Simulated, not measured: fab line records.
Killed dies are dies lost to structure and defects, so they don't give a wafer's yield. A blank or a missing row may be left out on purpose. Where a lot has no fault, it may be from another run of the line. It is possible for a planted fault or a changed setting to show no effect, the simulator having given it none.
Struck lot and sound lot, side by side ; flow n5_finfet ; 23 out of 1938 route steps
Sound: the wafers L828.1, L828.5, L828.6. Wafers L839.1, L839.2, L839.4 were the ones struck. Last of all comes the cause.
Order at every step that has rows: each side's tool, ch and its chambers, its first start. Under that, the readings that differ: sound wafers ; struck wafers ; difference of the means ; sigmas: that difference in standard deviations of wafers without a fault.
alike: readings with means less than 2 such deviations apart, plus words and numbers identical on both sides. not compared: withheld readings, readings lacking a value on some wafer, bounds such as >300 that could conceal the same value, and numbers that have no deviation in the record and whose values overlap.
Wherever a step has rows on one side only, a row that says differs or no value, or a row with sigmas, the two part there. When numbers do not overlap yet have no deviation, they are printed without sigmas and do not part them. A reading that every wafer of one side lacks parts them only if that side has two wafers or more.

first, 8 steps without rows for these wafers: N5_BEOL_M5_PRE_CLEAN_77 (time 15 s); N5_BEOL_M5_CO_CAP_78 (material Co, precursor CCTBA/H2, target thk 2 nm, time 102.1 s); N5_BEOL_M5_PRE_CLEAN_55 (time 15 s); N5_BEOL_M5_DEP_56 (deposits SiCN from 3MS/NH3, target thk 8 nm, time 14 s); N5_BEOL_M6_ILD_DEP_00 (deposits SiCOH lowk from DEMS/porogen, target thk 179.75 nm, time 33.4 s); N5_BEOL_M6_CURE_74 (cures SiCOH lowk, time 240 s); N5_BEOL_M6_PECVD_70 (deposits SiO2 from TEOS/O2, target thk 20 nm, time 22.7 s); N5_BEOL_M6_HM_DEP_02 (deposits TiN, target thk 20 nm).
N5_BEOL_M6_COAT_59: time 60 s, resist thk 100 nm.
  sound on litho_track-02 ch 0, day 8 11:21; struck on litho_track-02 ch 0, day 11 11:31
reading;sound;struck;difference;sigmas
spin_speed_rpm (rpm);1502.6 1500.8 1501.5;1572.5 1571.1 1570.7;+69.8;+63
model.SOC_of_BEOL_M6_COAT_59.thk_nm (nm);100.4 100 100.2;98.4 98.2 98;-2.0;
  alike: plate_temp_C
then, 9 steps without rows for these wafers: N5_BEOL_M6_COAT_60 (time 60 s, resist thk 35 nm); N5_BEOL_M6_COAT_05 (resist thk 90 nm); N5_BEOL_M6_EBR_07; N5_BEOL_M6_SOFTBAKE_06 (time 60 s); N5_BEOL_M6_EXPOSE_08 (exposes mask M6); N5_BEOL_M6_PEB_09 (peb time 60 s); N5_BEOL_M6_DEVELOP_10 (develop time 30 s); N5_BEOL_M6_DESCUM_16 (chemistry O2, time 7.9 s); N5_BEOL_M6_ETCH_61 (etches SiARC in CF4, target depth 45.5 nm, time 75.8 s).
N5_BEOL_M6_ETCH_62: etches SOC in N2/H2, target depth 110 nm, overetch 22 nm, time 165 s.
  sound on rie_diel-04 ch 0,1,2, day 8 12:04; struck on rie_diel-05 ch 0,1,3, day 11 12:04
reading;sound;struck;difference;sigmas
model.etch.depth_nm (nm);100.4 100.1 100.2;98.33 98.17 98.04;-2.05;
  alike: chamber_pressure_mTorr, drypump_motor_current_A, h2_flow_sccm, oes_product_au, rf_vpp_V, showerhead_plenum_p_Torr, throttle_valve_pct
  not compared: rf_hours_counter_h
then, 2 steps without rows for these wafers: N5_BEOL_M6_STRIP_68 (strips in N2/H2); N5_BEOL_M6_STRIP_67 (strips in CF4).
N5_BEOL_M6_HM_OPEN_17: chemistry Cl2/BCl3, target TiN, target depth 20 nm, overetch 6 nm.
  sound on rie_metal-01 ch 0,1, day 8 12:14; struck on rie_metal-01 ch 0,1, day 11 12:15
reading;sound;struck;difference;sigmas
model.SOC_of_BEOL_M6_COAT_59.thk_nm (nm);92.4 92 92.2;90.4 90.2 90.2;-1.9;
  alike: chamber_pressure_mTorr, drypump_motor_current_A, oes_product_au, throttle_valve_pct
  not compared: rf_hours_counter_h
then, 1 step without rows for these wafers: N5_BEOL_M6_STRIP_19 (strips in O2).

## WHERE THEY PART
Within this record, at N5_BEOL_M6_COAT_59 only. Later steps at which nothing parts them and some readings are alike: N5_BEOL_M6_ETCH_62, N5_BEOL_M6_HM_OPEN_17.

WHY: what the simulator had put in
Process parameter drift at N5_BEOL_M6_COAT_59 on litho_track-02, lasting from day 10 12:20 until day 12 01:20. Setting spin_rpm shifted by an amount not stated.
